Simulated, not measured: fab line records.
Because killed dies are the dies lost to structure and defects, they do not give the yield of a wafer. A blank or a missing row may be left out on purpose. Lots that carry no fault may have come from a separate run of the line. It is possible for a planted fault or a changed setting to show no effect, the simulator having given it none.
A lot that was struck, set against a sound lot + flow n5_finfet + 37 out of 1938 route steps
Sound: the wafers L721.2, L721.3, L721.5. Struck: wafers L730.4, L730.6. The cause comes at the end.
Each step with rows lists, per side, the tool, then ch with its chambers, then its first start. Under that, the readings that differ: sound wafers + struck wafers + difference of the means + sigmas: that difference in standard deviations of wafers without a fault.
alike: words and numbers the same on both sides, and readings whose means are apart by under 2 such deviations; not compared: readings that were withheld, readings missing a value for some wafer, numbers with overlapping values and no deviation given by the record, and bounds like >300 which may hide the same value.
The two part at a step that has a row with sigmas, a row that says differs or no value, or rows on one side only. When numbers do not overlap yet have no deviation, they are printed without sigmas and do not part them. A reading missing from all wafers of one side parts the sides only when that side holds two or more wafers.

first, 9 steps without rows for these wafers: N5_WELL_APT_DESCUM_30 (chemistry O2, time 7.9 s); N5_WELL_APT_IMPLANT_31; N5_WELL_APT_IMPLANT_32; N5_WELL_APT_STRIP_33 (strips in SPM, time 900 s); N5_WELL_APT_RTA_34 (time 10 s); N5_WELL_APT_OXIDE_STRIP_42 (strips SiO2 in dHF, time 45 s, target depth 12 nm); N5_WELL_APT_PRECLEAN_36 (cleans in O3/DIW, time 45 s); N5_WELL_APT_PRECLEAN_39 (cleans in dHF, time 60 s); N5_WELL_APT_SRD_37 (time 30 s).
N5_WELL_APT_EPI_41: deposits Si from SiH4/H2, target thk 50 nm, time 297.7 s.
  sound on epi_rpcvd-01 ch 0, day 4 10:02; struck on epi_rpcvd-02 ch 0, day 6 16:44
| reading                                 | sound            | struck     | difference | sigmas |
|-----------------------------------------|------------------|------------|------------|--------|
| lamp_inner_pct (%)                      | 15.1 14.8 15.2   | 13.1 13.2  | -1.9       | -2     |
| model.Si_of_WELL_APT_EPI_41.thk_nm (nm) | 51.11 50.6 50.92 | 60.84 60.6 | +9.84      |        |
  alike: throttle_valve_pct
then, 24 steps without rows for these wafers: N5_PMOS_HMC_CHANNEL_EPI_HM_DEP_34 (deposits SiO2 from TEOS/O2, target thk 36 nm, time 6.9 s); N5_PMOS_HMC_CHANNEL_EPI_COAT_31 (time 60 s, resist thk 66 nm); N5_PMOS_HMC_CHANNEL_EPI_COAT_03 (resist thk 205 nm); N5_PMOS_HMC_CHANNEL_EPI_EBR_05; N5_PMOS_HMC_CHANNEL_EPI_SOFTBAKE_04 (time 60 s); N5_PMOS_HMC_CHANNEL_EPI_EXPOSE_06 (exposes mask PMOS HMC BLK, target cd 240 nm); N5_PMOS_HMC_CHANNEL_EPI_PEB_07 (peb time 60 s); N5_PMOS_HMC_CHANNEL_EPI_DEVELOP_08 (develop time 30 s); N5_PMOS_HMC_CHANNEL_EPI_DESCUM_14 (chemistry O2, time 7.9 s); N5_PMOS_HMC_CHANNEL_EPI_ETCH_32 (etches BARC in N2/H2, stops on SiO2, target depth 85.8 nm, time 50.3 s); N5_PMOS_HMC_CHANNEL_EPI_HM_OPEN_15 (chemistry CHF3/O2, target SiO2, target depth 40.6 nm, time 20.3 s); N5_PMOS_HMC_CHANNEL_EPI_STRIP_33 (strips in N2/H2); N5_PMOS_HMC_CHANNEL_EPI_STRIP_17 (strips in SPM, time 750 s); N5_PMOS_HMC_CHANNEL_EPI_ETCH_38 (etches SiO2 in CF4, target depth 1.5 nm); N5_PMOS_HMC_CHANNEL_EPI_FIN_RECESS_16 (chemistry HBr/Cl2, target Si, target depth 54 nm, time 18 s); N5_PMOS_HMC_CHANNEL_EPI_PRECLEAN_36 (cleans in O3/DIW, time 45 s); N5_PMOS_HMC_CHANNEL_EPI_PRECLEAN_18 (cleans in DHF, time 30 s); N5_PMOS_HMC_CHANNEL_EPI_SRD_19 (time 30 s); N5_PMOS_HMC_CHANNEL_EPI_EPI_20 (deposits SiGe30, target thk 59 nm); N5_PMOS_HMC_CHANNEL_EPI_HM_STRIP_35 (strips SiO2 in dHF, material SiO2, target depth 39.6 nm, time 216 s); N5_PMOS_HMC_CHANNEL_EPI_SRD_39 (time 30 s); N5_PMOS_HMC_CHANNEL_EPI_CMP_21 (polishes SiGe30, target thk 54 nm); N5_PMOS_HMC_CHANNEL_EPI_PRECLEAN_40 (cleans in DHF, time 30 s); N5_PMOS_HMC_CHANNEL_EPI_PRECLEAN_37 (cleans in O3/DIW, time 45 s).
N5_SD_EPI_N_STRIP_18: strips in SPM, time 750 s.
  sound on wet_bench-02 ch 5,6,7, day 5 21:29; struck on wet_bench-01 ch 5,7, day 8 02:24
| reading                                 | sound      | struck  | difference | sigmas |
|-----------------------------------------|------------|---------|------------|--------|
| model.Si_of_WELL_APT_EPI_41.thk_nm (nm) | 10.4 9 9.4 | 19 18.4 | +9         |        |
  alike: bath_guard_temp_C, temp_c
-- record jumps: 5 days separate the struck wafers' starts on either side; left off in module SD_EPI_N, taken up again in module BEOL_M4, whose first shown step is the route's number 1111 --
N5_BEOL_M4_RC_MEAS_101:
  sound on prober-01 ch 0, day 10 05:15; struck on prober-01 ch 0, day 13 03:59
| reading           | sound             | struck      | difference | sigmas |
|-------------------|-------------------|-------------|------------|--------|
| CJ_N              | 4.13 4.22 4.22    | 2.82 2.85   | -1.35      | -12    |
| CJ_P              | 5.96 5.91 5.89    | 4.33 4.45   | -1.53      | -8     |
| DIBL_N (mV/V)     | 34.7 35.2 31.8    | 37.3 37.9   | +3.7       | +2     |
| IOFF_N (nA/um)    | 0.146 0.156 0.105 | 0.218 0.256 | +0.101     | +4     |
| RS_NWELL (ohm/sq) | 1035 1034 1034    | 1010 1016   | -21        | -4     |
| RS_PWELL (ohm/sq) | 3058 3013 3015    | 2789 2785   | -242       | -12    |
| SS_N (mV/dec)     | 71.8 72.0 70.5    | 72.1 73.7   | +1.5       | +2     |
  alike: DIBL_P, IOFF_P, ION_N, ION_P, SS_P, VT_N, VT_P
-- the record jumps here: 5 days lie between the struck wafers' starts before and after (it left off in module BEOL_M4 and takes up again in module PASSIVATION, whose first step shown is number 1936 of the route) --
N5_PASSIVATION_PROBE_49:
  sound on prober-02, day 14 20:13; struck on prober-01, day 17 18:55
  alike: defect_limited_yield, killed_at_M0_to_M3, killed_at_M4_up, killed_at_contacts, killed_at_front_end, killed_at_other, killed_dies, killed_open, killed_short, sort_bin_5_function, sort_bin_6_memory, sort_n_pass, sort_yield_pct

WHERE THEY PART
Earliest at N5_WELL_APT_EPI_41; latest, in this record, at N5_BEOL_M4_RC_MEAS_101. Later steps at which nothing parts them and some readings are alike: N5_PASSIVATION_PROBE_49.

WHY: what the simulator had put in
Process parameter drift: epi_rpcvd-02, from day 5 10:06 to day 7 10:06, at N5_WELL_APT_EPI_41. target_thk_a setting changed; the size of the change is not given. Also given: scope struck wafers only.
